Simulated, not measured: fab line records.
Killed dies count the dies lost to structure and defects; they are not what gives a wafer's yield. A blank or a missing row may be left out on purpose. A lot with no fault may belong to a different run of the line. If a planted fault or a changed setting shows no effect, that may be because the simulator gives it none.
8D (eight disciplines) problem report, filled in by code + flow nand harc + the parts of the form that need people (team, actions taken, sign-off) are left out

## 1. WHAT WENT WRONG
Wafers without a fault read 299.6 nm, standard deviation 0.6; cd nm at NHARC_A_CONTACT_CD_MEAS_42 reads a mean of 316.4 nm on 6 wafers belonging to 2 lots. That puts it +28 standard deviations away from the usual mean.
The step: target cd 300 nm.
First observed at day 28 21:32: wafer L311.1, on cd sem-02. At this step, 36 wafers from 12 lots have a number in the record. Rule for "out", or "out of limits": more than 4 standard deviations from the usual mean. The rest of the wafers with a number are treated as sound.

## 2. WHAT IT IS, WHAT IT ISN'T
| question                    | is                     | is not                                                     |
|-----------------------------|------------------------|------------------------------------------------------------|
| which readings at this step | cd nm                  | -                                                          |
| which lots                  | L311, L315             | L295, L296, L298, L299, L300, L301, L302, L304, L305, L307 |
| which wafers of those lots  | all that have a number | -                                                          |
| read on which gauges        | cd sem-01, cd sem-02   | cd sem-03                                                  |
| when                        | from day 28 21:32      | up to then (30 sound wafers)                               |

## 3. WHAT RULES OUT EACH SUSPECT
Counting: a tool at a process step up to the reading stays a suspect if it ran every lot that is out and no sound lot after the first of them.
- ruled out: the gauge at NHARC_A_CONTACT_CD_MEAS_42. The wafers that are out were read on 2 gauges (cd sem-01, cd sem-02).
- arfi scanner-03 at NHARC_A_CONTACT_EXPOSE_39 (exposes mask A CC 3): kept. It ran every lot that is out, first L311 (day 28 21:24), and no sound lot after that; its last sound lot up to then is L305 (day 27 03:40). On those wafers its own readings are out: exposure dose mJ cm2.
The count leaves arfi scanner-03 at NHARC_A_CONTACT_EXPOSE_39.

## 4. THE CAUSE (what the simulator had put in)
Process parameter drift: arfi scanner-03, from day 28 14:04 on, at NHARC_A_CONTACT_EXPOSE_39. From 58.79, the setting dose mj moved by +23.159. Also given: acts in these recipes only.
The count eliminated every tool but this one.

## 5. SEQUENCE OF EFFECTS, ordered by route
Rows list readings where the struck wafers' mean (over those with a number) sits beyond 3 standard deviations from the usual. Only readings for which the record gives a usual standard deviation are gone through. hours: the time from each lot's start at the first step in this table that gives one to its start at this step, as a median over the lots. sigmas: the change in usual standard deviations.
| hours | step                       | reading              | usual    | on struck wafers | change | sigmas      |
|-------|----------------------------|----------------------|----------|------------------|--------|-------------|
| 0     | NHARC_A_CONTACT_EXPOSE_39  | exposure dose mJ cm2 | 58.80    | 79.61            | +20.81 | +99 or more |
| 0     | NHARC_A_CONTACT_CD_MEAS_42 | cd nm                | 299.6 nm | 316.4            | +16.8  | +28         |
It contains these process steps:
- NHARC_A_CONTACT_EXPOSE_39: exposes mask A CC 3.
Later steps that measure or inspect, where all struck wafers having a row at the step show a number for every such reading and not one has moved that far: NHARC_A_CONTACT_OVL_MEAS_43.

## 6. WHAT WOULD HAVE CAUGHT IT SOONER
The first out-of-limits reading at a measuring or inspecting step in this record came at day 28 21:32, 7 hours after the fault's start at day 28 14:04.
The tool's own readings at NHARC_A_CONTACT_EXPOSE_39 were out on every struck wafer that the step has a row for (exposure dose mJ cm2): an alarm limit on them would have fired on the first of those.
Of the lots that are out (2), L315 began NHARC_A_CONTACT_EXPOSE_39 on arfi scanner-03 after day 28 21:32. Holding the tool at that time would have saved it.
